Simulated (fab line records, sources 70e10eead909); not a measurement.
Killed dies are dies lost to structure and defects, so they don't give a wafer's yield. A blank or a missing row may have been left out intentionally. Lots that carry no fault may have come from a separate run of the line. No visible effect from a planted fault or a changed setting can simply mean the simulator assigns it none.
Chamber matching :: flow nand-harc :: NHARC_A_M0_STRIP_18 on rie-diel-12: 4 sister chambers
The step strips in N2/H2. 24 wafers are shown with their chamber, then 12 later ones without.

WAFERS, EACH WITH ITS CHAMBER
wafer: L075.3
chamber: 1
showerhead-plenum-p-Torr (Torr): 1.93
drypump-motor-current-A (A): 6.2
oes-product-au (a.u.): 0.978

wafer: L075.5
chamber: 2
showerhead-plenum-p-Torr (Torr): 2.05
drypump-motor-current-A (A): 5.6
oes-product-au (a.u.): 1.002

wafer: L075.6
chamber: 3
showerhead-plenum-p-Torr (Torr): 1.89
drypump-motor-current-A (A): 5.7
oes-product-au (a.u.): 0.989

wafer: L074.1
chamber: 0
showerhead-plenum-p-Torr (Torr): 1.92
drypump-motor-current-A (A): 6.0
oes-product-au (a.u.): 1.012

wafer: L074.2
chamber: 2
showerhead-plenum-p-Torr (Torr): 2.05
drypump-motor-current-A (A): 5.6
oes-product-au (a.u.): 1.002

wafer: L074.5
chamber: 0
showerhead-plenum-p-Torr (Torr): 1.92
drypump-motor-current-A (A): 6.0
oes-product-au (a.u.): 1.016

wafer: L079.3
chamber: 1
showerhead-plenum-p-Torr (Torr): 1.92
drypump-motor-current-A (A): 6.2
oes-product-au (a.u.): 0.989

wafer: L079.4
chamber: 0
showerhead-plenum-p-Torr (Torr): 1.92
drypump-motor-current-A (A): 6.0
oes-product-au (a.u.): 1.008

wafer: L079.5
chamber: 1
showerhead-plenum-p-Torr (Torr): 1.92
drypump-motor-current-A (A): 6.2
oes-product-au (a.u.): 1.002

wafer: L082.1
chamber: 0
showerhead-plenum-p-Torr (Torr): 1.92
drypump-motor-current-A (A): 6.0
oes-product-au (a.u.): 1.019

wafer: L082.5
chamber: 1
showerhead-plenum-p-Torr (Torr): 1.92
drypump-motor-current-A (A): 6.2
oes-product-au (a.u.): 0.995

wafer: L082.6
chamber: 0
showerhead-plenum-p-Torr (Torr): 1.92
drypump-motor-current-A (A): 6.0
oes-product-au (a.u.): 1.016

wafer: L083.1
chamber: 0
showerhead-plenum-p-Torr (Torr): 1.92
drypump-motor-current-A (A): 6.0
oes-product-au (a.u.): 1.012

wafer: L083.5
chamber: 1
showerhead-plenum-p-Torr (Torr): 1.92
drypump-motor-current-A (A): 6.2
oes-product-au (a.u.): 0.999

wafer: L083.6
chamber: 2
showerhead-plenum-p-Torr (Torr): 2.05
drypump-motor-current-A (A): 5.6
oes-product-au (a.u.): 0.994

wafer: L086.1
chamber: 3
showerhead-plenum-p-Torr (Torr): 1.89
drypump-motor-current-A (A): 5.8
oes-product-au (a.u.): 0.999

wafer: L086.4
chamber: 2
showerhead-plenum-p-Torr (Torr): 2.05
drypump-motor-current-A (A): 5.6
oes-product-au (a.u.): 0.993

wafer: L086.5
chamber: 1
showerhead-plenum-p-Torr (Torr): 1.92
drypump-motor-current-A (A): 6.2
oes-product-au (a.u.): 0.998

wafer: L088.1
chamber: 3
showerhead-plenum-p-Torr (Torr): 1.89
drypump-motor-current-A (A): 5.8
oes-product-au (a.u.): 1.003

wafer: L088.4
chamber: 0
showerhead-plenum-p-Torr (Torr): 1.92
drypump-motor-current-A (A): 5.9
oes-product-au (a.u.): 1.004

wafer: L088.5
chamber: 3
showerhead-plenum-p-Torr (Torr): 1.89
drypump-motor-current-A (A): 5.8
oes-product-au (a.u.): 0.996

wafer: L091.1
chamber: 3
showerhead-plenum-p-Torr (Torr): 1.89
drypump-motor-current-A (A): 5.8
oes-product-au (a.u.): 1.009

wafer: L091.5
chamber: 2
showerhead-plenum-p-Torr (Torr): 2.05
drypump-motor-current-A (A): 5.6
oes-product-au (a.u.): 0.992

wafer: L091.6
chamber: 3
showerhead-plenum-p-Torr (Torr): 1.89
drypump-motor-current-A (A): 5.8
oes-product-au (a.u.): 0.996

SIGNATURES, as means of the wafers listed above
reading: showerhead-plenum-p-Torr
chamber 0: 1.9200
chamber 1: 1.9217
chamber 2: 2.0500
chamber 3: 1.8900
scatter within a chamber: 0.00204

reading: drypump-motor-current-A
chamber 0: 5.986
chamber 1: 6.200
chamber 2: 5.600
chamber 3: 5.783
scatter within a chamber: 0.0291

reading: oes-product-au
chamber 0: 1.01243
chamber 1: 0.99350
chamber 2: 0.99660
chamber 3: 0.99867
scatter within a chamber: 0.00662
Rule: for a wafer and a chamber, the distance is found by dividing, reading by reading, the gap between the wafer's reading and the chamber's mean by the reading's scatter, squaring, summing and taking the root. The wafer belongs to the nearest chamber; if the next one is less than 2 further off, it can't be placed. How the scatter is found: for the shown wafers, subtract from each reading the mean of its chamber, square and add these, divide the total by (wafers less chambers), then take the root.

WAFERS WITHOUT THEIR CHAMBER
wafer: L089.3
showerhead-plenum-p-Torr (Torr): 1.92
drypump-motor-current-A (A): 5.9
oes-product-au (a.u.): 1.008

wafer: L089.5
showerhead-plenum-p-Torr (Torr): 2.05
drypump-motor-current-A (A): 5.6
oes-product-au (a.u.): 0.999

wafer: L089.6
showerhead-plenum-p-Torr (Torr): 1.89
drypump-motor-current-A (A): 5.8
oes-product-au (a.u.): 1.007

wafer: L095.1
showerhead-plenum-p-Torr (Torr): 1.89
drypump-motor-current-A (A): 5.8
oes-product-au (a.u.): 0.991

wafer: L095.3
showerhead-plenum-p-Torr (Torr): 1.92
drypump-motor-current-A (A): 6.2
oes-product-au (a.u.): 0.990

wafer: L095.4
showerhead-plenum-p-Torr (Torr): 1.92
drypump-motor-current-A (A): 6.0
oes-product-au (a.u.): 1.001

wafer: L093.2
showerhead-plenum-p-Torr (Torr): 1.89
drypump-motor-current-A (A): 5.8
oes-product-au (a.u.): 0.995

wafer: L093.4
showerhead-plenum-p-Torr (Torr): 1.92
drypump-motor-current-A (A): 6.2
oes-product-au (a.u.): 0.996

wafer: L093.6
showerhead-plenum-p-Torr (Torr): 1.92
drypump-motor-current-A (A): 6.0
oes-product-au (a.u.): 1.009

wafer: L097.1
showerhead-plenum-p-Torr (Torr): 1.88
drypump-motor-current-A (A): 5.8
oes-product-au (a.u.): 0.997

wafer: L097.2
showerhead-plenum-p-Torr (Torr): 2.04
drypump-motor-current-A (A): 5.6
oes-product-au (a.u.): 0.991

wafer: L097.5
showerhead-plenum-p-Torr (Torr): 1.88
drypump-motor-current-A (A): 5.8
oes-product-au (a.u.): 1.001

EACH ONE'S CHAMBER
wafer: L089.3
from the rows above: 0
in truth: 0

wafer: L089.5
from the rows above: 2
in truth: 2

wafer: L089.6
from the rows above: 3
in truth: 3

wafer: L095.1
from the rows above: 3
in truth: 3

wafer: L095.3
from the rows above: 1
in truth: 1

wafer: L095.4
from the rows above: 0
in truth: 0

wafer: L093.2
from the rows above: 3
in truth: 3

wafer: L093.4
from the rows above: 1
in truth: 1

wafer: L093.6
from the rows above: 0
in truth: 0

wafer: L097.1
from the rows above: 3
in truth: 3

wafer: L097.2
from the rows above: 2
in truth: 2

wafer: L097.5
from the rows above: 3
in truth: 3
12 of 12 placed correctly. Number that these rows cannot place: 0. Wrongly placed: 0.
